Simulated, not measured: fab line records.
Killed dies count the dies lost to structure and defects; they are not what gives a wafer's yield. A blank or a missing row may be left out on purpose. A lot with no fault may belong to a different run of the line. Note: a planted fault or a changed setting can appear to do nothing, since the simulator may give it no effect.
Matching of chambers || flow n5 finfet || 4 sister chambers for N5_BEOL_M13_TRENCH_ETCH_34 on rie diel-03
The step etches SiOC in C4F8/O2/Ar, target depth 413.47 nm, time 162.6 s. 8 wafers are shown with their chamber, then 11 later ones without.

## WAFERS PAIRED WITH THEIR CHAMBERS
{"wafer": "L079.3", "chamber": 2, "showerhead plenum p Torr (Torr)": 3.39, "throttle valve pct (%)": 24.16}
{"wafer": "L086.1", "chamber": 1, "showerhead plenum p Torr (Torr)": 3.36, "throttle valve pct (%)": 24.46}
{"wafer": "L086.4", "chamber": 2, "showerhead plenum p Torr (Torr)": 3.38, "throttle valve pct (%)": 24.18}
{"wafer": "L089.6", "chamber": 3, "showerhead plenum p Torr (Torr)": 3.60, "throttle valve pct (%)": 24.10}
{"wafer": "L090.1", "chamber": 0, "showerhead plenum p Torr (Torr)": 3.50, "throttle valve pct (%)": 23.96}
{"wafer": "L090.2", "chamber": 3, "showerhead plenum p Torr (Torr)": 3.60, "throttle valve pct (%)": 24.10}
{"wafer": "L090.5", "chamber": 0, "showerhead plenum p Torr (Torr)": 3.50, "throttle valve pct (%)": 23.96}
{"wafer": "L093.2", "chamber": 1, "showerhead plenum p Torr (Torr)": 3.36, "throttle valve pct (%)": 24.46}

## WAFERS WHOSE CHAMBER IS MISSING
{"wafer": "L093.4", "showerhead plenum p Torr (Torr)": 3.59, "throttle valve pct (%)": 24.10}
{"wafer": "L093.5", "showerhead plenum p Torr (Torr)": 3.59, "throttle valve pct (%)": 24.11}
{"wafer": "L095.1", "showerhead plenum p Torr (Torr)": 3.59, "throttle valve pct (%)": 24.13}
{"wafer": "L095.3", "showerhead plenum p Torr (Torr)": 3.50, "throttle valve pct (%)": 23.99}
{"wafer": "L095.4", "showerhead plenum p Torr (Torr)": 3.38, "throttle valve pct (%)": 24.19}
{"wafer": "L094.1", "showerhead plenum p Torr (Torr)": 3.35, "throttle valve pct (%)": 24.45}
{"wafer": "L094.4", "showerhead plenum p Torr (Torr)": 3.50, "throttle valve pct (%)": 24.01}
{"wafer": "L094.6", "showerhead plenum p Torr (Torr)": 3.35, "throttle valve pct (%)": 24.45}
{"wafer": "L096.1", "showerhead plenum p Torr (Torr)": 3.35, "throttle valve pct (%)": 24.48}
{"wafer": "L096.3", "showerhead plenum p Torr (Torr)": 3.50, "throttle valve pct (%)": 23.99}
{"wafer": "L096.4", "showerhead plenum p Torr (Torr)": 3.59, "throttle valve pct (%)": 24.12}

## WHICH CHAMBER EACH WENT THROUGH
{"wafer": "L093.4", "from the rows above": 3, "in truth": 3}
{"wafer": "L093.5", "from the rows above": 3, "in truth": 3}
{"wafer": "L095.1", "from the rows above": 3, "in truth": 3}
{"wafer": "L095.3", "from the rows above": 0, "in truth": 0}
{"wafer": "L095.4", "from the rows above": 2, "in truth": 2}
{"wafer": "L094.1", "from the rows above": 1, "in truth": 1}
{"wafer": "L094.4", "from the rows above": 0, "in truth": 0}
{"wafer": "L094.6", "from the rows above": 1, "in truth": 1}
{"wafer": "L096.1", "from the rows above": 1, "in truth": 1}
{"wafer": "L096.3", "from the rows above": 0, "in truth": 0}
{"wafer": "L096.4", "from the rows above": 3, "in truth": 3}
Placed correctly: 11 of 11. Left unplaced by these rows: 0. Wrongly placed: 0.
How it was worked out, from the rows above alone: a wafer's distance from a chamber is the root of the sum, over the readings, of the square of ((its reading less the chamber's mean) divided by the reading's scatter). The wafer belongs to the nearest chamber; if the next one is less than 2 further off, it can't be placed. A chamber's mean is the mean of its shown wafers. The scatter is the square root of a quotient: the sum, over the shown wafers, of each reading's squared deviation from its chamber's mean, divided by wafers minus chambers.
